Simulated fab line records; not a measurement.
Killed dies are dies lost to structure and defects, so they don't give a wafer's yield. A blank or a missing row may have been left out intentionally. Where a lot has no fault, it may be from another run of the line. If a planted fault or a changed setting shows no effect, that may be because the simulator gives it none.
Chamber matching || flow nand harc || 4 sister chambers for NHARC_A_M1_CMP_23 on cmp-02
The step polishes, t overpolish 20 s, target thk 154.34 nm. 8 wafers are shown with their chamber, then 8 later ones without.

EACH WAFER AND ITS CHAMBER
{"wafer": "L078.6", "chamber": 3, "motor current A (A)": 12.0, "time to endpoint s (s)": 27}
{"wafer": "L080.3", "chamber": 2, "motor current A (A)": 11.5, "time to endpoint s (s)": 25}
{"wafer": "L086.5", "chamber": 0, "motor current A (A)": 14.5, "time to endpoint s (s)": 32}
{"wafer": "L086.6", "chamber": 3, "motor current A (A)": 11.3, "time to endpoint s (s)": 31}
{"wafer": "L083.2", "chamber": 1, "motor current A (A)": 10.9, "time to endpoint s (s)": 32}
{"wafer": "L083.5", "chamber": 1, "motor current A (A)": 11.5, "time to endpoint s (s)": 32}
{"wafer": "L083.6", "chamber": 0, "motor current A (A)": 15.4, "time to endpoint s (s)": 36}
{"wafer": "L085.3", "chamber": 2, "motor current A (A)": 11.2, "time to endpoint s (s)": 27}

WAFERS WHOSE CHAMBER IS MISSING
{"wafer": "L085.4", "motor current A (A)": 15.3, "time to endpoint s (s)": 34}
{"wafer": "L085.5", "motor current A (A)": 16.0, "time to endpoint s (s)": 34}
{"wafer": "L089.2", "motor current A (A)": 12.3, "time to endpoint s (s)": 31}
{"wafer": "L089.3", "motor current A (A)": 11.3, "time to endpoint s (s)": 26}
{"wafer": "L089.6", "motor current A (A)": 15.3, "time to endpoint s (s)": 33}
{"wafer": "L088.3", "motor current A (A)": 12.7, "time to endpoint s (s)": 33}
{"wafer": "L088.4", "motor current A (A)": 11.4, "time to endpoint s (s)": 27}
{"wafer": "L088.6", "motor current A (A)": 10.8, "time to endpoint s (s)": 26}

THE CHAMBER EACH PASSED THROUGH
{"wafer": "L085.4", "from the rows above": 0, "in truth": 0}
{"wafer": "L085.5", "from the rows above": 0, "in truth": 0}
{"wafer": "L089.2", "from the rows above": "can't be placed: 3 or 1 or 2", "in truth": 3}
{"wafer": "L089.3", "from the rows above": "can't be placed: 2 or 3", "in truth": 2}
{"wafer": "L089.6", "from the rows above": 0, "in truth": 0}
{"wafer": "L088.3", "from the rows above": "can't be placed: 3 or 1 or 2 or 0", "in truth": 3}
{"wafer": "L088.4", "from the rows above": "can't be placed: 2 or 3 or 1", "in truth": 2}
{"wafer": "L088.6", "from the rows above": "can't be placed: 2 or 3 or 1", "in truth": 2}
Placed correctly: 3 of 8. These rows do not allow placing 5 (true chamber among the candidates in 5). Number placed wrongly: 0.
How it was worked out, from the rows above alone: a wafer's distance from a chamber is the root of the sum, over the readings, of the square of ((its reading less the chamber's mean) divided by the reading's scatter). The wafer belongs to the nearest chamber; if the next one is less than 2 further off, it can't be placed. For every chamber, the mean is computed from those of its wafers that are shown. The scatter is the square root of a quotient: the sum, over the shown wafers, of each reading's squared deviation from its chamber's mean, divided by wafers minus chambers.
